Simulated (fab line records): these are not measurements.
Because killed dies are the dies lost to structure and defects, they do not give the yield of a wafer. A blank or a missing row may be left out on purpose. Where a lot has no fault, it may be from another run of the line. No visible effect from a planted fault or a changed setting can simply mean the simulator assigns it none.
Split-lot trial :: flow n5-finfet :: 21 wafers read from 7 lots, route of 1938 steps

== ON THE SPLIT ==
At N5_PMOS_HMC_CHANNEL_EPI_PEB_07 (peb time 60 s), the setting peb-time-s was moved away from the recipe's 60 s on 3 of the 21 wafers read, by +13.8% to +17.3%. For the rest of the wafers, this setting stayed at what the recipe calls for.

== FROM SPLIT TO READING: 1 step shown by the file between the two ==
- N5_PMOS_HMC_CHANNEL_EPI_DEVELOP_08: develop time 30 s (also split here: develop-time-s)

== THE READING ==
cd-nm, in nm, at N5_PMOS_HMC_CHANNEL_EPI_CD_MEAS_09 (target cd 237.4 nm). Fault-free wafers of this fab line usually give 237.7 nm, standard deviation 0.87 nm.

wafer: L076.1
tool, chamber at the split: litho-track-05, 0
peb-time-s as run, s: 70.39
against the recipe: +17.3%
cd-nm, nm: 243.2
against lot-mates on the recipe: +6.4

wafer: L076.5
tool, chamber at the split: litho-track-05, 0
peb-time-s as run, s: 60
against the recipe: recipe
cd-nm, nm: 236.8
against lot-mates on the recipe: -

wafer: L076.6
tool, chamber at the split: litho-track-05, 0
peb-time-s as run, s: 70.39
against the recipe: +17.3%
cd-nm, nm: 241.9
against lot-mates on the recipe: +5.1

wafer: L080.2
tool, chamber at the split: litho-track-03, 0
peb-time-s as run, s: 60
against the recipe: recipe
cd-nm, nm: 238.7
against lot-mates on the recipe: -

wafer: L080.4
tool, chamber at the split: litho-track-03, 0
peb-time-s as run, s: 60
against the recipe: recipe
cd-nm, nm: 238.7
against lot-mates on the recipe: -

wafer: L080.5
tool, chamber at the split: litho-track-03, 0
peb-time-s as run, s: 60
against the recipe: recipe
cd-nm, nm: 238.7
against lot-mates on the recipe: -

wafer: L081.2
tool, chamber at the split: litho-track-03, 0
peb-time-s as run, s: 60
against the recipe: recipe
cd-nm, nm: 237.1
against lot-mates on the recipe: -

wafer: L081.3
tool, chamber at the split: litho-track-03, 0
peb-time-s as run, s: 60
against the recipe: recipe
cd-nm, nm: 238.8
against lot-mates on the recipe: -

wafer: L081.4
tool, chamber at the split: litho-track-03, 0
peb-time-s as run, s: 68.28
against the recipe: +13.8%
cd-nm, nm: 243.4
against lot-mates on the recipe: +5.5

wafer: L084.3
tool, chamber at the split: litho-track-02, 0
peb-time-s as run, s: 60
against the recipe: recipe
cd-nm, nm: 234.9
against lot-mates on the recipe: -

wafer: L084.5
tool, chamber at the split: litho-track-02, 0
peb-time-s as run, s: 60
against the recipe: recipe
cd-nm, nm: 236.4
against lot-mates on the recipe: -

wafer: L084.6
tool, chamber at the split: litho-track-02, 0
peb-time-s as run, s: 60
against the recipe: recipe
cd-nm, nm: 237.4
against lot-mates on the recipe: -

wafer: L091.1
tool, chamber at the split: litho-track-05, 0
peb-time-s as run, s: 60
against the recipe: recipe
cd-nm, nm: 236.8
against lot-mates on the recipe: -

wafer: L091.4
tool, chamber at the split: litho-track-05, 0
peb-time-s as run, s: 60
against the recipe: recipe
cd-nm, nm: 238.3
against lot-mates on the recipe: -

wafer: L091.5
tool, chamber at the split: litho-track-05, 0
peb-time-s as run, s: 60
against the recipe: recipe
cd-nm, nm: 236.2
against lot-mates on the recipe: -

wafer: L093.3
tool, chamber at the split: litho-track-02, 0
peb-time-s as run, s: 60
against the recipe: recipe
cd-nm, nm: 238.4
against lot-mates on the recipe: -

wafer: L093.5
tool, chamber at the split: litho-track-02, 0
peb-time-s as run, s: 60
against the recipe: recipe
cd-nm, nm: 237.2
against lot-mates on the recipe: -

wafer: L093.6
tool, chamber at the split: litho-track-02, 0
peb-time-s as run, s: 60
against the recipe: recipe
cd-nm, nm: 236.8
against lot-mates on the recipe: -

wafer: L094.1
tool, chamber at the split: litho-track-02, 0
peb-time-s as run, s: 60
against the recipe: recipe
cd-nm, nm: 238.0
against lot-mates on the recipe: -

wafer: L094.2
tool, chamber at the split: litho-track-02, 0
peb-time-s as run, s: 60
against the recipe: recipe
cd-nm, nm: 237.1
against lot-mates on the recipe: -

wafer: L094.5
tool, chamber at the split: litho-track-02, 0
peb-time-s as run, s: 60
against the recipe: recipe
cd-nm, nm: 237.8
against lot-mates on the recipe: -

FIT RESULTS
A straight line over all 21 wafers: cd-nm changes by +0.326 nm for each +1% of peb-time-s; r = +0.87; the points scatter about the line by 1.1 nm.
The same after taking each lot's own level away (the mean of its wafers on the recipe; 21 wafers): +0.347 nm for each +1%; r = +0.94; scatter 0.73 nm.
That fit puts the effect of the largest move of peb-time-s on the reading at 6 nm.
The span of the lots' own levels, 236.23 to 238.70 nm, comes to 2.8 times the standard deviation stated above.
Hence the lot-to-lot level has little effect on the slope; both slopes agree.
Check: for one of the wafers moved furthest among these (+17.3%), held out of the fit, the line's prediction against its lot-mates is +5.77 nm. It came out at +6.4 nm against them.

== FURTHER SPLITS ON THESE WAFERS ==
These wafers also went through other splits before the reading. Each is held against what the fit with the lots' levels taken away leaves over:
other split on the same wafers: N5_WELL_APT_COAT_02 spin-rpm
wafers away from the commonest value: 9
r with cd-nm (lot level and that fit taken away): +0.20

other split on the same wafers: N5_WELL_APT_DEVELOP_07 develop-time-s
wafers away from the commonest value: 8
r with cd-nm (lot level and that fit taken away): +0.32

other split on the same wafers: N5_PMOS_HMC_CHANNEL_EPI_DEVELOP_08 develop-time-s
wafers away from the commonest value: 10
r with cd-nm (lot level and that fit taken away): +0.45

== THE WHOLE CHAIN: every reading that the file lists as answering this split, in the file's order ==
step: N5_PMOS_HMC_CHANNEL_EPI_CD_MEAS_09
what it does: target cd 237.4 nm
reading: cd-nm
change (the file's fit): +0.357 nm for each +1% of the setting
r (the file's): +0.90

step: N5_PMOS_HMC_CHANNEL_EPI_DESCUM_14
what it does: chemistry O2, time 7.9 s
reading: PMOS_HMC_CHANNEL_EPI.cd-nm (the simulator's own value, which no gauge read)
change (the file's fit): +0.382 nm for each +1% of the setting
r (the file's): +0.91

step: N5_PMOS_HMC_CHANNEL_EPI_ETCH_32
what it does: etches BARC in N2/H2, stops on SiO2, target depth 85.8 nm, time 50.3 s
reading: PMOS_HMC_CHANNEL_EPI.cd-nm (the simulator's own value, which no gauge read)
change (the file's fit): +0.408 nm for each +1% of the setting
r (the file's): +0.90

step: N5_PMOS_HMC_CHANNEL_EPI_ETCH_38
what it does: etches SiO2 in CF4, target depth 1.5 nm
reading: PMOS_HMC_CHANNEL_EPI.cd-nm (the simulator's own value, which no gauge read)
change (the file's fit): +0.4 nm for each +1% of the setting
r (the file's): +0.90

== THE FILE'S OWN FIT ==
cd-nm changes by +0.357 nm for each +1% of peb-time-s, r = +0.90.
